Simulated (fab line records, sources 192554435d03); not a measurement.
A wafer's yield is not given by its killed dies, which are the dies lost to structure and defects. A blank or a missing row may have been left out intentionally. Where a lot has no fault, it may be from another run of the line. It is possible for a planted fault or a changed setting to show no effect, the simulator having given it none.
Which tool did it?	flow n5 finfet	11 lots, 33 wafers sampled, at 8 steps of a route of 1938

## WHAT EACH GAUGE READ, for each wafer
N5_BEOL_M9_OCD_MEAS_38.
lot	measured	on	trench depth nm (nm)
L123	day 10 02:39	ocd-01	148.3 149.6 147.7
L122	day 10 04:29	ocd-02	150.2 151.8 151.4
L124	day 10 14:47	ocd-01	151.7 150.0 153.2
L125	day 10 22:05	ocd-01	148.5 149.7 152.9
L126	day 11 03:35	ocd-02	153.8 150.6 148.2
L128	day 11 18:59	ocd-01	150.3 147.2 148.0
L127	day 11 22:40	ocd-02	154.0 150.0 152.5
L129	day 12 01:36	ocd-01	148.5 148.7 153.4
L133	day 13 04:04	ocd-02	105.5 107.0 107.4
L134	day 13 06:08	ocd-01	105.2 102.8 103.7
L135	day 13 18:04	ocd-02	106.8 103.6 107.1

N5_BEOL_M9_THK_MEAS_53: measures by xrf.
lot	measured	on	M9_THK (nm)
L123	day 10 08:19	film metro-01	135 138 135
L122	day 10 09:25	film metro-01	136 140 141
L124	day 10 20:20	film metro-02	139 137 140
L125	day 11 03:17	film metro-01	137 139 142
L126	day 11 05:36	film metro-02	140 138 135
L128	day 11 22:10	film metro-02	138 138 137
L127	day 12 03:08	film metro-02	141 135 139
L129	day 12 04:11	film metro-01	133 133 138
L133	day 13 07:21	film metro-02	92 95 95
L134	day 13 09:41	film metro-02	93 89 93
L135	day 13 20:13	film metro-01	93 90 93

N5_BEOL_M9_RS_MEAS_57: uses a four-point probe to measure.
lot	measured	on	M9_RS (ohm/sq)
L123	day 10 08:29	film metro-01	0.155 0.151 0.154
L122	day 10 09:40	film metro-01	0.154 0.149 0.149
L124	day 10 20:29	film metro-01	0.150 0.152 0.149
L125	day 11 03:25	film metro-02	0.153 0.152 0.148
L126	day 11 05:44	film metro-01	0.149 0.150 0.154
L128	day 11 22:17	film metro-01	0.151 0.151 0.154
L127	day 12 03:16	film metro-02	0.147 0.153 0.150
L129	day 12 04:19	film metro-01	0.157 0.156 0.151
L133	day 13 07:29	film metro-02	0.235 0.227 0.227
L134	day 13 09:49	film metro-01	0.237 0.250 0.238
L135	day 13 20:21	film metro-02	0.237 0.245 0.236

N5_BEOL_M15_RC_MEAS_101.
lot	measured	on	COMB_M10 (S/m)	COMB_M11 (S/m)	COMB_M12 (S/m)	COMB_M13 (S/m)	COMB_M13_max_site (S/m)	COMB_M14 (S/m)	COMB_M15 (S/m)	COMB_M5 (S/m)	COMB_M6 (S/m)	COMB_M7 (S/m)	COMB_M8 (S/m)	COMB_M8_max_site (S/m)	SERP_M10 (ohm/um)	SERP_M11 (ohm/um)	SERP_M12 (ohm/um)	SERP_M13 (ohm/um)	SERP_M14 (ohm/um)	SERP_M5 (ohm/um)	SERP_M6 (ohm/um)	SERP_M7 (ohm/um)	SERP_M8 (ohm/um)	SERP_M9 (ohm/um)	SERP_M9_max_site (ohm/um)
L123	day 12 08:19	prober-01	1.5e-11 1.6e-11 9e-12	1.6e-11 1.5e-11 1.3e-11	6.9e-12 3.3e-12 5.4e-12	4.2e-12 4.1e-12 4.2e-12	6e-12 7e-12 9.2e-12	3.4e-12 2.7e-12 2.6e-12	1.8e-12 2.4e-12 1.6e-12	3e-11 3.1e-11 2e-11	2.8e-11 1.9e-11 2e-11	2.6e-11 2.3e-11 3e-11	2.5e-11 2.2e-11 2e-11	2.8e-11 2.9e-11 3.1e-11	3.17 3.13 3.16	3.15 3.14 3.09	0.643 0.642 0.615	0.316 0.306 0.311	0.158 0.159 0.158	37.7 38.3 39.7	14.0 13.4 13.8	13.9 14.0 15.0	13.9 14.2 13.5	3.13 3.09 3.12	3.24 3.16 3.17
L122	day 12 07:33	prober-01	1.4e-11 1.5e-11 2e-11	1.1e-11 6e-12 1.1e-11	7.5e-12 4.3e-12 6.3e-12	4.4e-12 3.1e-12 4e-12	6.7e-12 4.4e-12 5.9e-12	3.3e-12 2e-12 2.2e-12	1.6e-12 7e-13 1.4e-12	3.3e-11 3.3e-11 3.6e-11	2e-11 2.5e-11 2.3e-11	2e-11 2.1e-11 2.4e-11	3.3e-11 2.9e-11 2.2e-11	5e-11 3.6e-11 2.9e-11	3.12 2.99 3.08	3.06 3.10 3.18	0.621 0.630 0.663	0.316 0.317 0.316	0.159 0.155 0.161	39.5 40.8 40.8	14.7 13.3 14.1	13.8 14.3 13.6	14.4 13.5 13.3	3.18 3.10 3.06	3.33 3.18 3.13
L124	day 12 20:20	prober-01	1e-11 1.2e-11 1.4e-11	8e-12 1.4e-11 1e-11	5.7e-12 6.3e-12 5.9e-12	2.9e-12 4.4e-12 3.5e-12	5.7e-12 6.7e-12 6.2e-12	2.3e-12 3.1e-12 6e-12	1.2e-12 1.3e-12 1.3e-12	4.2e-11 3.6e-11 3.1e-11	2.2e-11 2.1e-11 2.3e-11	2.5e-11 2.7e-11 2.7e-11	2.1e-11 2.6e-11 2.5e-11	3.1e-11 3.9e-11 3.8e-11	3.17 3.08 3.17	3.04 3.14 3.12	0.642 0.618 0.631	0.304 0.300 0.303	0.158 0.158 0.166	42.1 41.7 41.5	13.9 13.9 14.4	13.6 14.5 13.9	13.8 13.1 14.1	3.07 3.07 3.13	3.15 3.16 3.20
L125	day 13 00:35	prober-02	1.8e-11 1.8e-11 1.8e-11	1.1e-11 1.7e-11 1.3e-11	7.5e-12 6.7e-12 6.8e-12	5.7e-12 5.6e-12 5.9e-12	8.6e-12 8.3e-12 8.4e-12	3.8e-12 2.8e-12 3.8e-12	3e-12 2.9e-12 2.3e-12	3.9e-11 3.8e-11 4e-11	1.8e-11 1.7e-11 1.6e-11	2.2e-11 1.7e-11 2.4e-11	2.2e-11 2.6e-11 2.2e-11	2.7e-11 3.7e-11 3.8e-11	3.14 3.01 3.06	2.93 3.06 2.91	0.629 0.649 0.633	0.316 0.309 0.309	0.160 0.156 0.160	40.0 41.2 40.3	13.3 14.1 13.4	14.2 14.0 13.5	13.7 12.9 13.6	3.06 3.01 2.99	3.24 3.09 3.07
L126	day 13 04:37	prober-02	1.8e-11 2.6e-11 2.5e-11	1.3e-11 1.5e-11 1.2e-11	7.7e-12 6.2e-12 4.5e-12	6e-12 5e-12 5.1e-12	6.8e-12 6.2e-12 6.4e-12	7.4e-12 4.5e-12 5.3e-12	1.9e-12 2.2e-12 2.4e-12	3.5e-11 4.2e-11 4e-11	3.3e-11 2.2e-11 2.8e-11	2.4e-11 2.6e-11 2.9e-11	2.5e-11 2.4e-11 2.2e-11	2.9e-11 3.3e-11 2.8e-11	3.04 2.97 2.88	3.18 3.13 3.16	0.603 0.609 0.628	0.316 0.305 0.315	0.159 0.156 0.153	42.0 41.2 42.7	13.7 13.8 13.2	13.5 13.0 13.7	14.4 13.4 13.1	3.04 3.06 3.10	3.16 3.12 3.18
L128	day 13 10:50	prober-01	1e-11 1.3e-11 8e-12	1.4e-11 1.7e-11 1.3e-11	5.8e-12 3.5e-12 4.4e-12	3.4e-12 4.9e-12 4.5e-12	5.1e-12 9.1e-12 5.7e-12	1.9e-12 2.8e-12 3.4e-12	1.4e-12 1.5e-12 1.5e-12	4.5e-11 3e-11 3e-11	2.3e-11 2.9e-11 2.5e-11	2.8e-11 3e-11 3.1e-11	2.8e-11 1.6e-11 2.8e-11	3.1e-11 2.9e-11 4.3e-11	3.04 3.06 2.91	3.07 3.03 3.04	0.619 0.610 0.643	0.309 0.311 0.313	0.157 0.163 0.160	37.6 38.2 38.2	12.8 14.4 13.5	13.2 13.6 14.4	13.3 14.4 14.7	3.05 3.03 3.15	3.19 3.17 3.27
L127	day 13 23:53	prober-02	1.8e-11 1.4e-11 1.7e-11	1.2e-11 1.4e-11 1.4e-11	3.6e-12 7.8e-12 4.4e-12	5.5e-12 8.3e-12 5.9e-12	7e-12 1.39e-11 9e-12	3.1e-12 2.7e-12 3.5e-12	2.7e-12 2.5e-12 3.5e-12	3.2e-11 3.5e-11 4.1e-11	1.8e-11 2.8e-11 3.2e-11	2.3e-11 2.7e-11 2.5e-11	2.7e-11 1.9e-11 2.1e-11	5.3e-11 2.6e-11 3.3e-11	3.08 3.07 3.12	3.07 3.05 3.14	0.633 0.637 0.626	0.308 0.313 0.301	0.160 0.159 0.157	39.7 36.5 40.7	13.4 13.3 12.7	14.2 13.5 13.4	13.3 14.1 13.9	2.94 3.11 3.00	3.01 3.22 3.09
L129	day 14 02:52	prober-01	9e-12 8e-12 1.1e-11	1e-11 1.8e-11 1.5e-11	4.9e-12 4.8e-12 5.4e-12	5.3e-12 4.6e-12 6e-12	6.4e-12 5.8e-12 8.4e-12	2.5e-12 2.8e-12 2.3e-12	1.6e-12 1.6e-12 2.6e-12	4e-11 4e-11 4.3e-11	1.9e-11 3.2e-11 2.4e-11	3.8e-11 3.1e-11 3.1e-11	2.7e-11 2.4e-11 2.3e-11	4.5e-11 3.9e-11 3.4e-11	2.98 3.00 3.17	3.09 3.13 3.07	0.682 0.632 0.646	0.316 0.311 0.321	0.158 0.161 0.154	41.0 39.8 40.3	14.3 13.3 13.2	14.7 13.5 14.2	13.2 13.4 13.5	3.22 3.19 3.15	3.39 3.34 3.22
L133	day 14 21:52	prober-01	1.2e-11 1.3e-11 1.1e-11	2.1e-11 1.5e-11 1.2e-11	4.4e-12 4e-12 6e-12	3.8e-12 2e-12 2.7e-12	4.6e-12 2.5e-12 3.9e-12	4.2e-12 3.9e-12 2.9e-12	1.4e-12 1.1e-12 1.4e-12	2.6e-11 3.2e-11 3.9e-11	2e-11 2.6e-11 2.1e-11	1.7e-11 2e-11 2.7e-11	3e-11 3.1e-11 2.6e-11	4.5e-11 5e-11 3.3e-11	3.04 3.04 3.06	3.07 3.03 3.00	0.639 0.618 0.637	0.316 0.315 0.320	0.161 0.162 0.171	38.5 37.2 39.5	14.9 14.1 14.0	14.7 14.5 13.7	13.0 12.7 13.5	4.75 4.59 4.69	4.90 4.67 4.88
L134	day 15 05:38	prober-01	1.6e-11 1.7e-11 1.7e-11	1.7e-11 1.6e-11 2e-11	5.6e-12 5.3e-12 9e-12	3.1e-12 3.2e-12 3.3e-12	4.1e-12 5.4e-12 5.2e-12	2.7e-12 2.6e-12 2.8e-12	1.5e-12 2.3e-12 2.3e-12	4.3e-11 3.6e-11 3.2e-11	2.1e-11 2e-11 2.1e-11	2.4e-11 3.3e-11 2.5e-11	2.5e-11 1.9e-11 3.3e-11	3.1e-11 3.4e-11 4.5e-11	2.89 2.92 2.87	3.23 3.17 3.18	0.637 0.645 0.660	0.307 0.304 0.318	0.161 0.157 0.156	36.0 36.7 37.8	13.5 12.5 13.3	13.8 13.9 13.5	13.0 13.1 13.0	4.82 5.17 4.79	5.15 5.28 5.05
L135	day 16 04:35	prober-01	1.3e-11 1.3e-11 1.3e-11	1.7e-11 1.7e-11 1.1e-11	3.4e-12 4.8e-12 4.9e-12	2.5e-12 3.3e-12 4.4e-12	3.2e-12 4.9e-12 7.2e-12	2.6e-12 2.1e-12 3.7e-12	1.5e-12 2.6e-12 1.5e-12	3.1e-11 3.5e-11 3e-11	2.1e-11 2e-11 2.5e-11	3.5e-11 2.2e-11 3.1e-11	2.4e-11 2e-11 2e-11	3e-11 2.4e-11 2.9e-11	3.08 2.95 2.91	2.99 3.10 3.04	0.639 0.631 0.637	0.317 0.313 0.305	0.163 0.154 0.154	42.4 42.5 43.5	14.0 14.1 14.8	13.7 14.1 13.3	13.4 12.8 13.0	4.91 4.98 4.84	4.98 5.19 5.00

## WHICH TOOL RAN EACH LOT (tool, then ch and the chambers of the sampled wafers, then the start)
lot	N5_BEOL_M9_STRIP_19	N5_BEOL_M9_DESCUM_33	N5_BEOL_M9_STRIP_36	N5_BEOL_M9_TRENCH_ETCH_37
L123	rie diel-04 ch 0,3, day 10 01:31	rie diel-01 ch 2,3, day 10 02:11	rie diel-01 ch 2,3, day 10 02:26	rie diel-01 ch 2,3, day 10 02:28
L122	rie diel-06 ch 2,3, day 10 03:31	rie diel-04 ch 0,2,3, day 10 04:01	rie diel-04 ch 0,2,3, day 10 04:16	rie diel-04 ch 0,2,3, day 10 04:19
L124	rie diel-06 ch 0,1,2, day 10 13:48	rie diel-06 ch 1,2,3, day 10 14:20	rie diel-06 ch 1,2,3, day 10 14:35	rie diel-06 ch 1,2,3, day 10 14:37
L125	rie diel-01 ch 0,1,3, day 10 21:08	rie diel-06 ch 0,1, day 10 21:37	rie diel-06 ch 0,1, day 10 21:52	rie diel-06 ch 0,1, day 10 21:54
L126	rie diel-01 ch 1,3, day 11 02:34	rie diel-06 ch 0,1,2, day 11 03:08	rie diel-06 ch 0,1,2, day 11 03:22	rie diel-06 ch 0,1,2, day 11 03:25
L128	rie diel-01 ch 0,1,3, day 11 14:02	rie diel-01 ch 0,1, day 11 18:32	rie diel-01 ch 0,1, day 11 18:47	rie diel-01 ch 0,1, day 11 18:49
L127	rie diel-06 ch 1,2, day 11 19:44	rie diel-06 ch 0,3, day 11 22:13	rie diel-06 ch 0,3, day 11 22:27	rie diel-06 ch 0,3, day 11 22:29
L129	rie diel-06 ch 1,2,3, day 11 23:29	rie diel-01 ch 0,1,2, day 12 01:08	rie diel-01 ch 0,1,2, day 12 01:23	rie diel-01 ch 0,1,2, day 12 01:26
L133	rie diel-04 ch 0,2,3, day 13 02:51	rie diel-06 ch 1,3, day 13 03:37	rie diel-06 ch 1,3, day 13 03:51	rie diel-06 ch 1,3, day 13 03:53
L134	rie diel-06 ch 0,1, day 13 03:30	rie diel-04 ch 2,3, day 13 05:41	rie diel-04 ch 2,3, day 13 05:55	rie diel-04 ch 2,3, day 13 05:58
L135	rie diel-01 ch 2,3, day 13 15:29	rie diel-06 ch 0,3, day 13 17:37	rie diel-06 ch 0,3, day 13 17:52	rie diel-06 ch 0,3, day 13 17:54
- N5_BEOL_M9_STRIP_19: strips in O2.
- N5_BEOL_M9_DESCUM_33: chemistry O2, time 7 s.
- N5_BEOL_M9_STRIP_36: strips in N2/H2.
- N5_BEOL_M9_TRENCH_ETCH_37: etches SiCOH lowk in C4F6/O2, target depth 151.43 nm, time 49 s.

## WHAT THE TOOLS THEMSELVES READ (means of the sampled wafers that have a number; where no wafer has one, the mark that the record gives instead)
N5_BEOL_M9_STRIP_19.
lot	tool	drypump motor current A (A)	oes product au (a.u.)	rf vpp V (V)	showerhead plenum p Torr (Torr)	throttle valve pct (%)
L123	rie diel-04	5.8	0.70	3.6	2.15	16.76
L122	rie diel-06	5.2	0.83	3.5	2.17	16.61
L124	rie diel-06	5.3	0.80	3.8	2.09	16.60
L125	rie diel-01	6.2	0.70	3.7	2.05	16.88
L126	rie diel-01	6.2	0.73	4.5	2.09	16.86
L128	rie diel-01	6.2	0.70	3.4	2.05	16.89
L127	rie diel-06	5.3	0.80	3.8	2.01	16.45
L129	rie diel-06	5.5	0.86	3.6	2.07	16.47
L133	rie diel-04	5.7	0.82	3.7	2.15	16.59
L134	rie diel-06	5.6	0.73	4.0	2.08	16.80
L135	rie diel-01	5.6	0.90	3.6	2.09	16.41

N5_BEOL_M9_DESCUM_33.
lot	tool	bias power w (W)	drypump motor current A (A)	oes product au (a.u.)	rf fwd power W (W)	rf vpp V (V)	showerhead plenum p Torr (Torr)	throttle valve pct (%)
L123	rie diel-01	19.95	5.6	0.72	49.59	245.0	2.10	20.42
L122	rie diel-04	19.99	5.7	0.76	49.52	243.8	2.15	20.48
L124	rie diel-06	20.00	5.5	0.79	49.44	242.5	2.06	20.36
L125	rie diel-06	20.07	5.6	0.73	49.16	243.5	2.08	20.49
L126	rie diel-06	20.01	5.3	0.79	49.30	243.5	2.09	20.35
L128	rie diel-01	19.98	6.3	0.70	49.00	241.9	2.02	20.77
L127	rie diel-06	20.01	6.0	0.89	49.33	242.7	2.10	20.46
L129	rie diel-01	20.00	5.9	0.73	49.25	243.6	2.08	20.67
L133	rie diel-06	20.04	5.9	0.86	49.52	242.0	2.01	20.30
L134	rie diel-04	20.01	6.0	0.88	49.66	244.3	2.13	20.12
L135	rie diel-06	20.04	5.9	0.84	49.36	242.5	2.10	20.48

N5_BEOL_M9_STRIP_36.
lot	tool	bias power w (W)	drypump motor current A (A)	oes product au (a.u.)	rf vpp V (V)	showerhead plenum p Torr (Torr)	throttle valve pct (%)
L123	rie diel-01	7.011	5.7	0.71	57.7	2.55	23.70
L122	rie diel-04	6.998	5.8	0.76	59.2	2.59	23.50
L124	rie diel-06	6.994	5.5	0.78	57.1	2.52	23.65
L125	rie diel-06	6.990	5.6	0.73	59.8	2.53	23.79
L126	rie diel-06	7.003	5.3	0.79	59.9	2.56	23.66
L128	rie diel-01	7.004	6.3	0.71	58.4	2.44	23.95
L127	rie diel-06	7.007	6.0	0.87	58.6	2.52	23.51
L129	rie diel-01	7.021	5.9	0.72	58.3	2.52	23.82
L133	rie diel-06	6.990	6.0	0.86	56.7	2.44	23.55
L134	rie diel-04	6.981	6.0	0.89	59.6	2.58	23.19
L135	rie diel-06	6.994	6.0	0.83	59.3	2.52	23.54

N5_BEOL_M9_TRENCH_ETCH_37.
lot	tool	drypump motor current A (A)	oes product au (a.u.)	rf fwd power W (W)	rf vpp V (V)	run length s (s)	showerhead plenum p Torr (Torr)	throttle valve pct (%)
L123	rie diel-01	5.7	0.71	341.9	677	72.4	2.88	21.04
L122	rie diel-04	5.7	0.76	341.5	666	72.6	2.91	20.93
L124	rie diel-06	5.5	0.79	341.0	665	72.5	2.81	20.85
L125	rie diel-06	5.6	0.74	340.3	664	72.4	2.82	20.99
L126	rie diel-06	5.3	0.79	340.7	666	72.7	2.85	20.88
L128	rie diel-01	6.3	0.71	339.3	665	71.4	2.74	21.19
L127	rie diel-06	6.0	0.89	341.8	660	72.0	2.83	20.83
L129	rie diel-01	5.9	0.73	340.9	666	72.0	2.84	21.18
L133	rie diel-06	5.9	0.86	339.9	664	60.3	2.73	20.72
L134	rie diel-04	6.0	0.87	342.4	658	60.8	2.89	20.60
L135	rie diel-06	6.0	0.84	342.1	661	60.1	2.83	20.84

## THE ANSWER, worked out from the rows above alone
Rule: the lots themselves supply what counts as usual. Put in order of their means at a reading, lots are off if they are a third of the lots or fewer, leave a main group of 4 or more, and stand apart from it by a gap of 3 or more times the standard deviation of the main group's means; of several such gaps the widest counts. Not used: any main group whose means are identical at the precision the tables above print for the reading. Also off: a lot with no number at a reading for which 4 or more lots have one. All remaining lots with rows at the step are treated as sound. The gauges are gone through in route order, then the tools' own readings, and for those a lot's mean is taken as printed above. The first step at which some lot is off is used, and at that step the reading that is off furthest; a lot without a number counts as furthest.
Off, at N5_BEOL_M9_OCD_MEAS_38 on trench depth nm: L133, L134, L135. The main group: mean 150.4 nm, standard deviation 1.3.
A tool fits if, at a process step before that reading, it ran every lot that is off, and no sound lot after the first of them. Not tried: the gauges at N5_BEOL_M9_OCD_MEAS_38; whatever is off there is also off at N5_BEOL_M9_THK_MEAS_53, on other tools, and gauge error can't account for it. Of those tried, none fits.

## WHAT THE SIMULATOR HAD PUT IN
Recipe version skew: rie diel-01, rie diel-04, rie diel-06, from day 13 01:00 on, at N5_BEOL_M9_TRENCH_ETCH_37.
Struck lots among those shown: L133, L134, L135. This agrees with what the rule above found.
